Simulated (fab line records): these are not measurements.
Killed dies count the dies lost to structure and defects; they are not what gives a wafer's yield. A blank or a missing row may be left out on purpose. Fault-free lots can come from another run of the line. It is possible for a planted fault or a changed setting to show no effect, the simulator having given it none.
Which tool did it?	flow n5 finfet	30 wafers from 11 lots sampled at 5 of the route's 1938 steps

WHAT EACH GAUGE READ, for each wafer
N5_BEOL_M4_RC_MEAS_101.
lot	measured	on	DIBL_N (mV/V)
L699	day 8 01:31	prober-01	35.5 36.4 35.7
L701	day 8 18:03	prober-02	35.1 37.2 37.5
L704	day 9 05:38	prober-02	38.0 35.7 37.3
L711	day 11 00:52	prober-01	37.7 34.9
L709	day 11 08:37	prober-01	38.3 38.5
L712	day 11 09:40	prober-02	34.9 36.9
L713	day 11 09:52	prober-01	38.3 38.2 35.9
L716	day 12 06:56	prober-02	38.5 35.0 32.8
L717	day 12 15:16	prober-02	36.3 34.8 37.2
L721	day 13 07:12	prober-02	37.5 38.9 35.0
L722	day 14 00:20	prober-01	39.1 37.7 39.5

TOOL THAT RAN EACH LOT (tool first, then ch and the chambers of the sampled wafers, then the start)
lot	N5_BEOL_M2_ANNEAL_95	N5_BEOL_M2_DEP_57	N5_BEOL_M3_PECVD_72	N5_BEOL_M3_COAT_61
L699	pvd sputter-01, day 7 01:28	pecvd-02 ch 0,1,2, day 7 02:51	pecvd-03 ch 0,1,2, day 7 03:06	litho track-05 ch 0, day 7 03:32
L701	pvd sputter-01, day 7 20:19	pecvd-02 ch 0,1,2, day 7 21:44	pecvd-03 ch 0,1, day 7 21:59	litho track-05 ch 0, day 8 00:10
L704	pvd sputter-02, day 8 04:56	pecvd-04 ch 1,2, day 8 06:35	pecvd-04 ch 0,1, day 8 06:49	litho track-04 ch 0, day 8 09:03
L711	pvd sputter-03, day 10 08:04	pecvd-01 ch 0,1, day 10 09:13	pecvd-04 ch 1,2, day 10 09:28	litho track-05 ch 0, day 10 09:43
L709	pvd sputter-02, day 10 09:01	pecvd-01 ch 0, day 10 10:10	pecvd-01 ch 0, day 10 10:25	litho track-05 ch 0, day 10 10:37
L712	pvd sputter-01, day 10 11:17	pecvd-02 ch 1,2, day 10 12:29	pecvd-04 ch 0,2, day 10 12:44	litho track-05 ch 0, day 10 12:55
L713	pvd sputter-02, day 10 11:41	pecvd-01 ch 0,1, day 10 12:49	pecvd-04 ch 1,2, day 10 13:04	litho track-04 ch 0, day 10 14:44
L716	pvd sputter-02, day 11 05:40	pecvd-04 ch 1,2, day 11 06:47	pecvd-03 ch 0,2, day 11 07:01	litho track-04 ch 0, day 11 07:53
L717	pvd sputter-01, day 11 13:51	pecvd-04 ch 0,2, day 11 14:58	pecvd-03 ch 0,1, day 11 15:13	litho track-04 ch 0, day 11 16:24
L721	pvd sputter-02, day 12 10:37	pecvd-02 ch 0,2, day 12 11:44	pecvd-01 ch 0,1,2, day 12 11:59	litho track-03 ch 0, day 12 12:57
L722	pvd sputter-02, day 12 17:52	pecvd-04 ch 0,1,2, day 12 19:01	pecvd-04 ch 0,1,2, day 12 19:16	litho track-04 ch 0, day 12 21:13
- N5_BEOL_M2_ANNEAL_95: time 240 s.
- N5_BEOL_M2_DEP_57: deposits SiCN from 3MS/NH3, target thk 8 nm, time 14 s.
- N5_BEOL_M3_PECVD_72: deposits SiO2 from TEOS/O2, target thk 16 nm, time 18 s.
- N5_BEOL_M3_COAT_61: time 60 s, resist thk 60 nm.

THE ANSWER, worked out from the rows above alone
Rule: the lots themselves supply what counts as usual. Put in order of their means at a reading, lots are off if they are a third of the lots or fewer, leave a main group of 4 or more, and stand apart from it by a gap of 3 or more times the standard deviation of the main group's means; of several such gaps the widest counts. If all means in a main group match to the digits the tables above print for the reading, that group is not used. A lot without any number at a reading at which 4 lots or more have one is off too. Where the step has rows for the other lots, those lots are counted as sound.
Nothing can be told from this: no lot is off at any reading shown.

WHAT THE SIMULATOR HAD INSERTED
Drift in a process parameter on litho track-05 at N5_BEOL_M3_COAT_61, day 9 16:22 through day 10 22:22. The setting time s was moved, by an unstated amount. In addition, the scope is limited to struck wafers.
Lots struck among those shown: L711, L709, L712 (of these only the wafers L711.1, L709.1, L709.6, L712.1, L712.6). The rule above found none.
